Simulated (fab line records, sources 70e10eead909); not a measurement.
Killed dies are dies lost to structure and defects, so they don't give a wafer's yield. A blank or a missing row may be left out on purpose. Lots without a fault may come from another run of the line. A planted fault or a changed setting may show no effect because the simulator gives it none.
Chamber matching | flow nand_harc | NHARC_A_STAIRCASE_DESCUM_252 on rie_diel-01: 4 sister chambers
The step chemistry O2, time 3 s. 8 wafers are shown with their chamber, then 7 later ones without.

WAFERS WITH THEIR CHAMBER
wafer  | chamber | showerhead_plenum_p_Torr (Torr) | oes_product_au (a.u.)
L075.2 | 1       | 2.02                            | 0.994
L079.2 | 3       | 1.93                            | 1.006
L079.3 | 2       | 1.88                            | 0.990
L080.1 | 2       | 1.88                            | 0.988
L080.4 | 1       | 2.01                            | 0.990
L080.5 | 0       | 1.97                            | 0.993
L085.2 | 0       | 1.96                            | 0.988
L085.4 | 3       | 1.92                            | 0.985

WAFERS WITHOUT THEIR CHAMBER
wafer  | showerhead_plenum_p_Torr (Torr) | oes_product_au (a.u.)
L085.6 | 1.87                            | 0.991
L088.2 | 1.87                            | 0.996
L088.4 | 1.92                            | 0.999
L088.6 | 1.92                            | 1.001
L095.1 | 1.96                            | 0.997
L095.2 | 2.00                            | 1.012
L095.3 | 1.91                            | 1.000

WHICH CHAMBER EACH WENT THROUGH
wafer  | from the rows above | in truth
L085.6 | 2                   | 2
L088.2 | 2                   | 2
L088.4 | 3                   | 3
L088.6 | 3                   | 3
L095.1 | 0                   | 0
L095.2 | 1                   | 1
L095.3 | 3                   | 3
Placed correctly: 7 of 7. Can't be placed from these rows: 0. Placed wrongly: 0.
How it was worked out, from the rows above alone: a wafer's distance from a chamber is the root of the sum, over the readings, of the square of ((its reading less the chamber's mean) divided by the reading's scatter). The wafer belongs to the nearest chamber; if the next one is less than 2 further off, it can't be placed. A chamber's mean is the mean of its shown wafers. The scatter: the root of (the sum of the squares of (reading less its chamber's mean) over the shown wafers, divided by (wafers less chambers)).
